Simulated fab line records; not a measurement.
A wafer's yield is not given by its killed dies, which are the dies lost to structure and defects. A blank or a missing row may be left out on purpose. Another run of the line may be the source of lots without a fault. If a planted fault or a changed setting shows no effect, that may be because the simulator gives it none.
fab line records	flow n5Finfet
[record] lots = 6	wafers = 18	lastDay = 21
route steps=1938 shown GATE_CUT@490 BEOL_M4@1111 PASSIVATION@1936
lots untouched by any fault: they come from a run of this same line in which no faults occurred
startH: the number of hours between the record's first day and the start of the first shown wafer of the lot	waitH: hours from the lot's prior step to this one	" repeats the value in the row above	L1.1+2: one row covering several wafers at once	- no value, or no start given	* or withheld: withheld	< > ~ a bound
route shown NAME@n: names a module that has steps shown in the file, with the first one's number in the route	usual: mean/standard deviation of fault-free wafers	same: alike in all rows	chamber/n: place in a boat	sites: each site's reading	_std_site: the values' standard deviation	_edge_site: the outer-site mean with the inner-site mean subtracted	radiusMm: for every site, how far away it sits from the centre of the wafer	mask NAME#n: copy n	behind: the last tool/chamber to shape the wafer	hold: reason for holding the lot/hours on hold/outcome of the hold	device: which transistor (n, p or np) failed to switch	end of line: the same wafers' tests at the end of the route	a step given without rows: its recipe and nothing more	killed: the dies lost at the first sort to structure and to defects; this is not the yield of the wafer	map: shows each die of a wafer: x if killed, . if not, _ if none is there
set.NAME: the setting as run; set.NAME@STEP: as run at that earlier step	model.NAME: the simulator's own value behind a step, which no gauge read
lots at some steps of the route; a table a step, a row a wafer
services: a tool's chamber out of use, with start hour (startH, from the record's first day; less than 0 if before it), hours out, and reason
[[steps]]
[step N5_GATE_CUT_DESCUM_18]
[recipe] chemistry = O2	timeS = 7	sourcePowerW = 50	biasPowerW = 20	pressureMtorr = 20	rfFrequencyHz = 2.712e+07	tempC = 40	resist = CAR-EUV	o2FlowSccm = 225
[usual] drypumpMotorCurrentA = 5.6/0.46	oesProductAu = 0.76/0.056	rfVppV = 243.4/1.4	showerheadPlenumPTorr = 2.10/0.088	tempC = 40.00/0.11	throttleValvePct = 20.45/0.22
lot.wafer	tool	chamber	startH	waitH	drypumpMotorCurrentA	oesProductAu	rfHoursCounterH	rfVppV	showerheadPlenumPTorr	tempC	throttleValvePct
L407.1	rieDiel-06	1	128.76	0.0	5.5	0.85	59	244.3	2.22	40.02	20.16
L407.2	"	2	"	"	5.5	0.72	197	243.4	2.06	40.04	20.30
L407.5	"	3	"	"	6.1	0.68	-	244.6	2.14	39.85	20.69
L408.1	rieDiel-06	3	135.46	0.3	6.0	0.67	247	243.4	2.14	40.07	20.67
L408.4	"	2	"	"	5.6	0.74	199	241.7	2.06	40.07	20.30
L408.5	"	3	"	"	6.0	0.67	-	242.4	2.14	40.07	20.68
L413.1	rieDiel-05	3	165.70	0.0	5.8	0.73	162	241.5	1.99	40.12	20.21
L413.3	"	2	"	"	6.1	0.80	115	245.1	2.19	39.88	20.25
L413.4	"	1	"	"	5.6	0.72	192	241.9	2.13	39.94	20.32
L416.1	rieDiel-05	0	186.12	0.5	5.0	0.72	174	242.6	2.01	39.85	20.63
L416.2	"	2	"	"	6.1	0.79	125	244.8	2.19	40.11	20.26
L416.6	"	0	"	"	5.0	0.72	-	241.5	2.01	39.96	20.65
L420.3	rieDiel-05	2	211.67	0.0	6.1	0.77	135	246.2	2.19	40.11	20.31
L420.4	"	0	"	"	5.0	0.71	184	243.0	2.00	39.99	20.66
L420.5	"	1	"	"	5.6	0.71	-	244.6	2.12	40.02	20.37
L422.1	rieDiel-02	1	222.82	0.0	6.4	0.81	91	244.8	2.23	39.94	20.47
L422.2	"	2	"	"	5.0	0.72	222	244.0	2.16	40.00	20.48
L422.3	"	0	"	"	4.8	0.69	245	241.1	1.98	40.25	20.98
[step N5_GATE_CUT_ETCH_28]
[recipe] chemistry = N2/H2	target = underlayer	targetDepthA = 130	maskMaterial = CAR-EUV	timeS = 10.4	ionEnergyEv = 200	pressureMtorr = 30	sourceW = 840	biasW = 150	n2FlowSccm = 200	h2FlowSccm = 200	ends = cleared
[step N5_GATE_CUT_ETCH_36]
[recipe] chemistry = CF4	target = SiARC	targetDepthA = 130	maskMaterial = CAR-EUV	timeS = 21.7	ionEnergyEv = 80	pressureMtorr = 40	sourceW = 545	biasW = 36	Ar_flow_sccm = 100	cf4FlowSccm = 100	ends = cleared
[step N5_GATE_CUT_ETCH_37]
[recipe] chemistry = N2/H2	target = SOC	targetDepthA = 600	overetchA = 120	maskMaterial = SiARC	tempC = 40	timeS = 90	ionEnergyEv = 200	pressureMtorr = 30	sourceW = 840	biasW = 150	n2FlowSccm = 200	h2FlowSccm = 200
[step N5_GATE_CUT_STRIP_38]
[recipe] chemistry = N2/H2	tempC = 40	n2FlowSccm = 200	h2FlowSccm = 200	rfFrequencyHz = 6e+07
[step N5_GATE_CUT_STRIP_39]
[recipe] chemistry = N2/H2	tempC = 40	n2FlowSccm = 200	h2FlowSccm = 200	rfFrequencyHz = 6e+07
[step N5_GATE_CUT_HM_OPEN_40]
[recipe] chemistry = C4F6/O2	target = SiO2	maskMaterial = SiARC	targetDepthA = 1390	timeS = 85.1	ionEnergyEv = 250	pressureMtorr = 30	sourceW = 345	biasW = 185	Ar_flow_sccm = 300	C4F6_flow_sccm = 10	O2_flow_sccm = 10	ends = cleared
[step N5_GATE_CUT_STRIP_41]
[recipe] chemistry = CF4	resist = SiARC	powerW = 300	biasPowerW = 75	pressureMtorr = 50	cf4FlowSccm = 150	rfFrequencyHz = 6e+07
[step N5_GATE_CUT_STRIP_42]
[recipe] chemistry = O2	powerW = 400	tempC = 40	pressureMtorr = 30	rfFrequencyHz = 6e+07	biasPowerW = 0	overashFraction = 0.3	o2FlowSccm = 225
[usual] drypumpMotorCurrentA = 5.6/0.46	oesProductAu = 0.76/0.056	rfVppV = 3.6/0.45	showerheadPlenumPTorr = 2.10/0.088	tempC = 40.00/0.11	throttleValvePct = 16.71/0.21
lot.wafer	tool	chamber	startH	waitH	drypumpMotorCurrentA	oesProductAu	rfHoursCounterH	rfVppV	showerheadPlenumPTorr	tempC	throttleValvePct
L407.1	rieDiel-06	1	129.01	0.0	5.5	0.84	59	3.9	2.22	39.94	16.36
L407.2	"	2	"	"	5.6	0.73	197	4.6	2.07	40.07	16.55
L407.5	"	3	"	"	6.1	0.66	-	3.9	2.14	40.16	16.94
L408.1	rieDiel-06	3	135.71	0.0	6.0	0.66	247	3.4	2.14	39.76	16.94
L408.4	"	2	"	"	5.5	0.72	199	3.2	2.07	40.10	16.53
L408.5	"	3	"	"	6.0	0.67	-	3.7	2.14	39.95	16.93
L413.1	rieDiel-05	3	165.94	0.0	5.7	0.72	162	4.9	1.99	39.85	16.52
L413.3	"	2	"	"	6.1	0.79	115	4.1	2.20	40.07	16.49
L413.4	"	1	"	"	5.6	0.72	192	3.6	2.14	39.97	16.69
L416.1	rieDiel-05	0	186.36	0.0	5.0	0.73	174	4.1	2.01	39.78	16.84
L416.2	"	2	"	"	6.1	0.79	126	4.1	2.19	40.11	16.53
L416.6	"	0	"	"	5.0	0.73	-	3.2	2.01	39.86	16.85
L420.3	rieDiel-05	2	211.91	0.0	6.1	0.76	135	3.2	2.19	40.11	16.55
L420.4	"	0	"	"	5.0	0.71	184	3.1	2.01	40.22	16.86
L420.5	"	1	"	"	5.6	0.70	-	3.9	2.13	40.06	16.70
L422.1	rieDiel-02	1	223.06	0.0	6.4	0.81	91	2.9	2.23	39.92	16.68
L422.2	"	2	"	"	5.0	0.72	222	3.2	2.17	40.05	16.78
L422.3	"	0	"	"	4.8	0.70	246	3.5	1.99	39.88	17.23
[step N5_GATE_CUT_ETCH_19]
[recipe] chemistry = CH3F/O2	target = SiNx	maskMaterial = SiO2	targetDepthA = 537	timeS = 76.7	pressureMtorr = 30	sourceW = 395	biasW = 73	Ar_flow_sccm = 150	CH3F_flow_sccm = 30	O2_flow_sccm = 20	ionEnergyEv = 120	ends = cleared
[usual] drypumpMotorCurrentA = 5.6/0.46	etchRfOnTimeS = 77.5/1.4	oesProductAu = 0.65/0.044	rfVppV = 302/8.5	showerheadPlenumPTorr = 2.01/0.085	throttleValvePct = 16.40/0.21
lot.wafer	tool	chamber	startH	waitH	drypumpMotorCurrentA	etchRfOnTimeS	oesProductAu	rfHoursCounterH	rfVppV	showerheadPlenumPTorr	throttleValvePct
L407.1	rieDiel-06	1	129.05	0.0	5.6	77.9	0.72	59	302	2.09	15.90
L407.2	"	2	"	"	5.5	77.4	0.62	197	293	2.00	16.36
L407.5	"	3	"	"	6.0	76.1	0.58	-	303	2.06	16.71
L408.1	rieDiel-06	3	135.75	0.0	6.0	75.2	0.58	247	306	2.06	16.69
L408.4	"	2	"	"	5.5	77.7	0.63	199	294	2.00	16.35
L408.5	"	3	"	"	6.0	76.2	0.58	-	302	2.06	16.72
L413.1	rieDiel-05	3	165.98	0.0	5.7	77.8	0.64	162	298	1.91	16.26
L413.3	"	2	"	"	6.1	75.2	0.68	115	293	2.11	16.28
L413.4	"	1	"	"	5.5	78.4	0.61	192	289	2.08	16.54
L416.1	rieDiel-05	0	186.40	0.0	5.0	77.5	0.62	174	308	1.91	16.46
L416.2	"	2	"	"	6.1	76.4	0.67	126	293	2.11	16.28
L416.6	"	0	"	"	5.0	78.0	0.62	-	309	1.91	16.46
L420.3	rieDiel-05	2	211.95	0.0	6.1	76.3	0.66	135	296	2.10	16.30
L420.4	"	0	"	"	5.0	77.3	0.62	184	307	1.90	16.48
L420.5	"	1	"	"	5.6	78.2	0.61	-	288	2.07	16.58
L422.1	rieDiel-02	1	223.10	0.0	6.4	78.7	0.69	91	310	2.10	16.22
L422.2	"	2	"	"	5.0	78.1	0.61	222	293	2.05	16.36
L422.3	"	0	"	"	4.8	74.4	0.60	246	303	1.87	16.81
[step N5_GATE_CUT_CUT_ETCH_53]
[recipe] chemistry = SF6/Cl2	target = W	maskMaterial = SiO2	targetDepthA = 792	pressureMtorr = 8	icpW = 900	biasW = 80	SF6_flow_sccm = 40	Cl2_flow_sccm = 60	ends = cleared
[step N5_GATE_CUT_CUT_ETCH_54]
[recipe] chemistry = Cl2/BCl3	target = TiN	maskMaterial = SiO2	targetDepthA = 967	pressureMtorr = 10	icpW = 1000	biasW = 126	Cl2_flow_sccm = 53.25	bcl3FlowSccm = 21.75	Ar_flow_sccm = 25	ends = cleared
[usual] drypumpMotorCurrentA = 6.2/0.44	etchRfOnTimeS = 37.0/1.2	oesProductAu = 0.70/0.14	throttleValvePct = 22.3/0.35
lot.wafer	tool	chamber	startH	waitH	drypumpMotorCurrentA	etchRfOnTimeS	oesProductAu	rfHoursCounterH	throttleValvePct
L407.1	rieMetal-01	1	129.27	0.1	6.7	37.5	0.56	119	22.8
L407.2	"	1	"	"	6.7	37.1	0.56	-	22.8
L407.5	"	1	"	"	6.7	37.2	0.56	-	22.8
L408.1	rieMetal-03	1	135.97	0.1	5.6	36.4	0.66	70	21.7
L408.4	"	1	"	"	5.6	36.2	0.66	-	21.7
L408.5	"	1	"	"	5.6	36.5	0.65	-	21.7
L413.1	rieMetal-01	1	166.15	0.0	6.7	37.6	0.56	121	22.8
L413.3	"	1	"	"	6.7	37.5	0.56	-	22.8
L413.4	"	0	"	"	6.0	37.2	0.85	-	22.1
L416.1	rieMetal-01	0	186.57	0.0	6.0	36.9	0.84	4	22.1
L416.2	"	1	"	"	6.7	37.5	0.56	123	22.8
L416.6	"	1	"	"	6.7	37.2	0.55	-	22.8
L420.3	rieMetal-02	0	212.14	0.0	6.6	34.3	0.88	-	21.9
L420.4	"	1	"	"	5.7	37.7	0.80	-	22.1
L420.5	"	1	"	"	5.7	37.6	0.80	-	22.1
L422.1	rieMetal-02	1	223.27	0.0	5.7	38.1	0.79	16	22.1
L422.2	"	0	"	"	6.6	34.9	0.86	4	21.9
L422.3	"	1	"	"	5.7	38.0	0.79	-	22.1
[step N5_GATE_CUT_CUT_ETCH_55]
[recipe] chemistry = BCl3	target = HfO2	maskMaterial = SiO2	targetDepthA = 32	ionEnergyEv = 30	pressureMtorr = 5	icpW = 450	biasW = 18	bcl3FlowSccm = 80
[usual] drypumpMotorCurrentA = 6.2/0.44	oesProductAu = 0.77/0.16	throttleValvePct = 33.0/0.58
lot.wafer	tool	chamber	startH	waitH	drypumpMotorCurrentA	oesProductAu	rfHoursCounterH	throttleValvePct	model.etch.depthNm
L407.1	rieMetal-01	1	129.39	0.1	6.7	0.63	119	33.9	3.194
L407.2	"	1	"	"	6.7	0.63	-	33.8	3.228
L407.5	"	1	"	"	6.7	0.63	-	33.9	3.216
L408.1	rieMetal-03	1	136.09	0.1	5.6	0.72	70	32.2	3.127
L408.4	"	1	"	"	5.6	0.72	-	32.2	3.12
L408.5	"	1	"	"	5.6	0.72	-	32.2	3.179
L413.1	rieMetal-01	1	166.21	0.0	6.7	0.75	121	33.9	4.223
L413.3	"	1	"	"	6.7	0.63	-	33.9	3.203
L413.4	"	0	"	"	6.0	0.95	-	32.8	3.143
L416.1	rieMetal-01	0	186.63	0.0	6.0	1.11	4	32.8	4.215
L416.2	"	1	"	"	6.8	0.75	123	33.9	4.235
L416.6	"	1	"	"	6.7	0.63	-	33.9	3.22
L420.3	rieMetal-02	0	212.19	0.0	6.6	0.94	-	32.3	3.229
L420.4	"	1	"	"	5.7	0.89	-	32.6	3.175
L420.5	"	1	"	"	5.7	0.89	-	32.6	3.144
L422.1	rieMetal-02	1	223.33	0.0	5.7	0.88	16	32.6	3.132
L422.2	"	0	"	"	6.6	0.92	4	32.3	3.176
L422.3	"	1	"	"	5.7	0.88	-	32.6	3.138
[step N5_GATE_CUT_ETCH_47]
[recipe] chemistry = Cl2/BCl3	target = SiO2	targetDepthA = 100	pressureMtorr = 10	icpW = 1000	biasW = 126	Cl2_flow_sccm = 53.25	bcl3FlowSccm = 21.75	Ar_flow_sccm = 25
[usual] drypumpMotorCurrentA = 6.2/0.44	oesProductAu = 0.77/0.16	throttleValvePct = 22.8/0.35
lot.wafer	tool	chamber	startH	waitH	drypumpMotorCurrentA	oesProductAu	rfHoursCounterH	throttleValvePct
L407.1	rieMetal-01	1	129.45	0.1	6.7	0.62	119	23.3
L407.2	"	1	"	"	6.7	0.63	-	23.3
L407.5	"	1	"	"	6.7	0.63	-	23.3
L408.1	rieMetal-03	1	136.15	0.1	5.6	0.71	70	22.2
L408.4	"	1	"	"	5.6	0.70	-	22.2
L408.5	"	1	"	"	5.6	0.71	-	22.2
L413.1	rieMetal-01	1	166.24	0.0	6.7	0.63	121	23.3
L413.3	"	1	"	"	6.7	0.63	-	23.3
L413.4	"	0	"	"	6.0	0.93	-	22.7
L416.1	rieMetal-01	0	186.66	0.0	6.0	0.92	4	22.7
L416.2	"	1	"	"	6.7	0.62	123	23.3
L416.6	"	1	"	"	6.7	0.62	-	23.3
L420.3	rieMetal-02	0	212.22	0.0	6.6	0.95	-	22.5
L420.4	"	1	"	"	5.7	0.89	-	22.6
L420.5	"	1	"	"	5.7	0.88	-	22.6
L422.1	rieMetal-02	1	223.36	0.0	5.7	0.88	16	22.6
L422.2	"	0	"	"	6.6	0.93	4	22.5
L422.3	"	1	"	"	5.7	0.87	-	22.6
[step N5_BEOL_M4_RC_MEAS_101]
[usual] DIBL_N = 36.1/2.3	DIBL_P = 36/3.2	IOFF_N = 0.16/0.045	IOFF_P = 0.21/0.049	ION_N = 674/14	ION_P = 462/8.4	SS_N = 71.6/0.83	SS_P = 73.2/0.87	VT_N = 249/3.8	VT_P = -250/3.4
lot.wafer	tool	chamber	startH	waitH	DIBL_N[mV/V]	DIBL_P[mV/V]	IOFF_N[nA/um]	IOFF_P[nA/um]	ION_N[uA/um]	ION_P[uA/um]	SS_N[mV/dec]	SS_P[mV/dec]	VT_N[mV]	VT_P[mV]
L407.1	prober-02	0	286.55	0.0	33.5	32	0.11	0.14	664	453	70.6	72.3	254	-257
L407.2	"	0	"	"	39.3	38	0.19	0.22	673	456	73.2	73.2	249	-252
L407.5	"	0	"	"	37.1	37	0.16	0.20	669	461	71.9	73.6	250	-252
L408.1	prober-01	0	313.45	0.0	33.5	33	0.12	0.18	649	449	71.8	73.2	255	-251
L408.4	"	0	"	"	31.5	31	0.10	0.15	663	462	69.8	72.0	255	-253
L408.5	"	0	"	"	32.1	31	0.10	0.15	642	447	71.7	72.7	258	-252
L413.1	prober-02	0	347.66	0.0	37.6	39	0.17	0.29	661	465	71.7	74.3	250	-246
L413.3	"	0	"	"	35.5	33	0.13	0.18	664	458	71.2	72.5	253	-253
L413.4	"	0	"	"	34.3	30	0.10	0.13	633	437	71.1	72.3	259	-259
L416.1	prober-01	0	354.89	0.0	36.6	38	0.16	0.21	665	455	72.2	73.6	249	-253
L416.2	"	0	"	"	37.1	39	0.17	0.21	666	450	72.2	74.7	248	-253
L416.6	"	0	"	"	36.1	38	0.17	0.19	683	466	72.7	73.5	247	-255
L420.3	prober-02	0	389.14	0.3	34.9	37	0.16	0.24	673	466	71.2	73.5	247	-246
L420.4	"	0	"	"	33.5	35	0.15	0.21	674	465	71.0	72.2	247	-249
L420.5	"	0	"	"	39.4	42	0.26	0.34	691	476	72.0	74.5	243	-242
L422.1	prober-01	0	393.78	0.0	34.9	36	0.14	0.20	675	466	71.4	73.1	251	-250
L422.2	"	0	"	"	38.5	40	0.20	0.25	690	463	72.2	73.7	248	-248
L422.3	"	0	"	"	39.8	41	0.23	0.28	678	463	73.0	74.4	249	-249
[step N5_PASSIVATION_PROBE_49]
[usual] defectLimitedYield = 90.9/1.6	killed_at_M0_to_M3 = 37/11	killed_at_M4_up = 15/5.6	killedAtContacts = 13/6.4	killedAtFrontEnd = 39/11	killedAtOther = 4/3.1	killedDies = 107/19	killedOpen = 71/14	killedShort = 34/7.8	sort_bin_5_function = 5.3/1	sort_bin_6_memory = 3.4/0.72	sort_bin_8_speed = 0.0/0.42	sortNPass = 1072/20	sortYieldPct = 90.9/1.7
[same] grossDies = 1180	killedAtBackSide = 0	sort_bin_4_leakage[%] = 0
lot.wafer	tool	chamber	startH	waitH	defectLimitedYield[%]	killed_at_M0_to_M3	killed_at_M4_up	killedAtContacts	killedAtFrontEnd	killedAtOther	killedDies	killedOpen	killedShort	sort_bin_5_function[%]	sort_bin_6_memory[%]	sort_bin_8_speed[%]	sortNPass	sortYieldPct[%]
L407.1	prober-01	-	406.22	0.0	90.1	38	8	12	56	3	117	85	30	6.3	3.5	0	1063	90.1
L407.2	prober-01	-	406.27	0.1	91.1	36	8	11	46	4	105	63	41	5.5	3.0	0	1075	91.1
L407.5	prober-01	-	406.42	0.2	88.7	47	14	9	49	14	133	95	36	6.4	4.4	0	1047	88.7
L408.1	prober-02	-	434.91	0.0	89.9	38	15	15	49	2	119	79	40	6.3	3.6	0	1061	89.9
L408.4	prober-02	-	435.06	0.2	92.5	30	19	20	20	0	89	59	27	3.8	3.5	0	1091	92.5
L408.5	prober-02	-	435.11	0.2	92.3	28	15	15	32	1	91	64	24	4.0	3.6	0.3	1086	92.0
L420.3	prober-02	-	496.27	0.1	91.1	32	18	16	30	9	105	78	24	5.0	3.6	0	1075	91.1
L420.4	prober-02	-	496.32	0.2	92.3	28	10	8	43	2	91	61	29	4.4	3.0	0	1089	92.3
L420.5	prober-02	-	496.37	0.2	90.2	50	13	11	32	10	116	75	40	5.6	3.8	0	1064	90.2
// killed by level:class
L407.1 STI_FIN_REVEAL:geometricParticle:open=17 FIN_SAQP:geometricParticle:open=11 BEOL_M1:geometricParticle:open=10 BEOL_M3:geometricParticle:open=9 MOL_CONTACT_COAG:geometricParticle:open=8 BEOL_M2:geometricParticle:open=6 FIN_SAQP:geometricParticle:short=5 GATE_CUT:geometricParticle:short=5
L407.2 FIN_SAQP:geometricParticle:open=14 BEOL_M3:geometricParticle:open=9 MOL_CONTACT_COAG:geometricParticle:open=8 GATE_CUT:geometricParticle:short=6 BEOL_M0_SAQP:geometricParticle:open=6 STARTING-WAFER:geometricParticle:short=6 BEOL_M1:geometricParticle:open=5 BEOL_M4:geometricParticle:open=5
L407.5 STI_FIN_REVEAL:geometricParticle:open=16 FIN_SAQP:geometricParticle:open=15 BEOL_M3:geometricParticle:open=14 BEOL_M0_SAQP:geometricParticle:open=9 MOL_CONTACT_COAG:geometricParticle:open=8 BEOL_M0_SAQP:geometricParticle:short=6 BEOL_M0:geometricParticle:open=6 BEOL_M4:geometricParticle:open=6
L408.1 BEOL_M2:geometricParticle:open=14 STI_FIN_REVEAL:geometricParticle:open=13 MOL_CONTACT_COAG:geometricParticle:open=11 FIN_SAQP:geometricParticle:short=9 FIN_SAQP:geometricParticle:open=8 BEOL_M3:geometricParticle:open=7 MOL_CONTACT_COAG:geometricParticle:short=4 BEOL_M0_SAQP:geometricParticle:short=4
L408.4 BEOL_M4:geometricParticle:open=14 MOL_CONTACT_COAG:geometricParticle:open=10 MOL_CONTACT_COAG:geometricParticle:short=9 BEOL_M1:geometricParticle:open=6 BEOL_M2:geometricParticle:open=6 STI_FIN_REVEAL:geometricParticle:open=5 BEOL_M0_SAQP:geometricParticle:open=5 BEOL_M3:geometricParticle:open=4
L408.5 MOL_CONTACT_COAG:geometricParticle:open=12 FIN_SAQP:geometricParticle:short=8 BEOL_M3:geometricParticle:open=8 BEOL_M2:geometricParticle:open=6 BEOL_M4:geometricParticle:open=5 FIN_SAQP:geometricParticle:open=4 STI_FIN_REVEAL:geometricParticle:open=4 BEOL_M0_SAQP:geometricParticle:open=4
L420.3 MOL_CONTACT_COAG:geometricParticle:open=13 BEOL_M0_SAQP:geometricParticle:open=9 BEOL_M0:geometricParticle:open=7 BEOL_M4:geometricParticle:open=6 MIM_TOP_ETCH:geometricParticle:open=6 BEOL_M3:geometricParticle:open=5 STI_FIN_REVEAL:geometricParticle:open=4 ILD0:geometricParticle:open=4
L420.4 STI_FIN_REVEAL:geometricParticle:open=8 BEOL_M0_SAQP:geometricParticle:open=7 FIN_SAQP:geometricParticle:short=6 MOL_CONTACT_COAG:geometricParticle:open=6 DUMMY_GATE:geometricParticle:open=5 GATE_CUT:geometricParticle:short=5 BEOL_M0_SAQP:geometricParticle:short=5 BEOL_M3:geometricParticle:open=5
L420.5 BEOL_M2:geometricParticle:open=12 STI_FIN_REVEAL:geometricParticle:open=11 BEOL_M0_SAQP:geometricParticle:short=11 BEOL_M0_SAQP:geometricParticle:open=10 MOL_CONTACT_COAG:geometricParticle:open=8 BEOL_M3:geometricParticle:open=8 FIN_SAQP:geometricParticle:open=6 FIN_SAQP:geometricParticle:short=5
[[services]]
tool	chamber	startH	hours	kind
rieMetal-01	0	116.17	-	clean
rieMetal-01	0	116.17	14.7	scheduledDown
rieMetal-01	0	116.17	14.7	ventCycle
rieMetal-03	0	127.76	-	clean
rieMetal-03	0	127.76	21.4	scheduledDown
rieDiel-06	3	141.41	1.3	repair
rieDiel-06	3	156.83	2.9	repair
rieDiel-06	3	159.87	-	clean
rieDiel-06	3	159.87	-	consumableReplace:focusRing
rieDiel-06	3	159.87	22.0	scheduledDown
rieDiel-06	3	159.87	22.0	ventCycle
rieDiel-02	-	169.40	14.6	pm
rieMetal-02	0	178.56	-	clean
rieMetal-02	0	178.56	14.0	scheduledDown
rieMetal-02	0	178.56	14.0	ventCycle
rieDiel-05	3	183.44	8.8	repair
rieDiel-02	-	192.18	1.3	repair
rieMetal-01	-	210.33	1.8	repair
rieDiel-02	2	210.62	5.7	repair
rieDiel-06	0	211.17	17.1	repair
rieMetal-01	1	213.92	-	clean
rieMetal-01	1	213.92	18.4	scheduledDown
rieMetal-01	1	213.92	18.4	ventCycle
rieDiel-05	3	216.50	6.9	repair
[[key]]
firstSign none at tools or gauges
[modelEffect] step = N5_GATE_CUT_CUT_ETCH_55	value = etch.depthNm	without = 3.204	struck = 4.224
metAt N5_GATE_CUT_CUT_ETCH_55
struckWafers L413.1,L416.1,L416.2
onsetBetween 129.39 166.21
[fault] kind = processParameterDrift	tool = rieMetal-01	chamber = -	onsetH = 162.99	steps = N5_GATE_CUT_CUT_ETCH_55	channel = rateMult	offset = 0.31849	shape = step	endH = 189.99	scope = struckWafersOnly
